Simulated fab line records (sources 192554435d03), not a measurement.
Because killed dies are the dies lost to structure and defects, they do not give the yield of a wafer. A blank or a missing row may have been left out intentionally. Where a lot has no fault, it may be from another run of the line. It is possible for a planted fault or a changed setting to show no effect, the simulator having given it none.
Matching of chambers :: flow n5 finfet :: rie diel-02 running N5_BEOL_M5_ETCH_68: 4 sister chambers
The step etches SOC in N2/H2, target depth 80 nm, overetch 16 nm, time 120 s. 8 wafers are shown with their chamber, then 7 later ones without.

## WAFERS PAIRED WITH THEIR CHAMBERS
wafer: L074.6
chamber: 0
drypump motor current A (A): 5.9
showerhead plenum p Torr (Torr): 2.51

wafer: L086.2
chamber: 2
drypump motor current A (A): 6.0
showerhead plenum p Torr (Torr): 2.48

wafer: L086.6
chamber: 2
drypump motor current A (A): 6.0
showerhead plenum p Torr (Torr): 2.48

wafer: L089.1
chamber: 3
drypump motor current A (A): 5.6
showerhead plenum p Torr (Torr): 2.62

wafer: L089.3
chamber: 1
drypump motor current A (A): 6.0
showerhead plenum p Torr (Torr): 2.48

wafer: L089.6
chamber: 0
drypump motor current A (A): 5.9
showerhead plenum p Torr (Torr): 2.50

wafer: L091.1
chamber: 1
drypump motor current A (A): 6.1
showerhead plenum p Torr (Torr): 2.48

wafer: L091.2
chamber: 3
drypump motor current A (A): 5.6
showerhead plenum p Torr (Torr): 2.62

## WAFERS WHOSE CHAMBER IS MISSING
wafer: L091.6
drypump motor current A (A): 6.0
showerhead plenum p Torr (Torr): 2.48

wafer: L095.1
drypump motor current A (A): 6.0
showerhead plenum p Torr (Torr): 2.47

wafer: L095.4
drypump motor current A (A): 6.0
showerhead plenum p Torr (Torr): 2.47

wafer: L095.5
drypump motor current A (A): 6.0
showerhead plenum p Torr (Torr): 2.47

wafer: L096.3
drypump motor current A (A): 6.0
showerhead plenum p Torr (Torr): 2.47

wafer: L096.4
drypump motor current A (A): 6.0
showerhead plenum p Torr (Torr): 2.47

wafer: L096.6
drypump motor current A (A): 6.0
showerhead plenum p Torr (Torr): 2.47

## WHICH CHAMBER EACH ONE RAN IN
wafer: L091.6
from the rows above: can't be placed: 2 or 1
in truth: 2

wafer: L095.1
from the rows above: can't be placed: 2 or 1
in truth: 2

wafer: L095.4
from the rows above: can't be placed: 2 or 1
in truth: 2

wafer: L095.5
from the rows above: can't be placed: 2 or 1
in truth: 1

wafer: L096.3
from the rows above: can't be placed: 2 or 1
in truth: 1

wafer: L096.4
from the rows above: can't be placed: 2 or 1
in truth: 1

wafer: L096.6
from the rows above: can't be placed: 2 or 1
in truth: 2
Correct placement for 0 of the 7. Unplaceable from these rows: 7, with the true chamber sitting among the candidates in 7. Number placed wrongly: 0.
How it was worked out, from the rows above alone: a wafer's distance from a chamber is the root of the sum, over the readings, of the square of ((its reading less the chamber's mean) divided by the reading's scatter). The wafer belongs to the nearest chamber; if the next one is less than 2 further off, it can't be placed. A chamber's mean is the mean of its shown wafers. How the scatter is found: for the shown wafers, subtract from each reading the mean of its chamber, square and add these, divide the total by (wafers less chambers), then take the root.
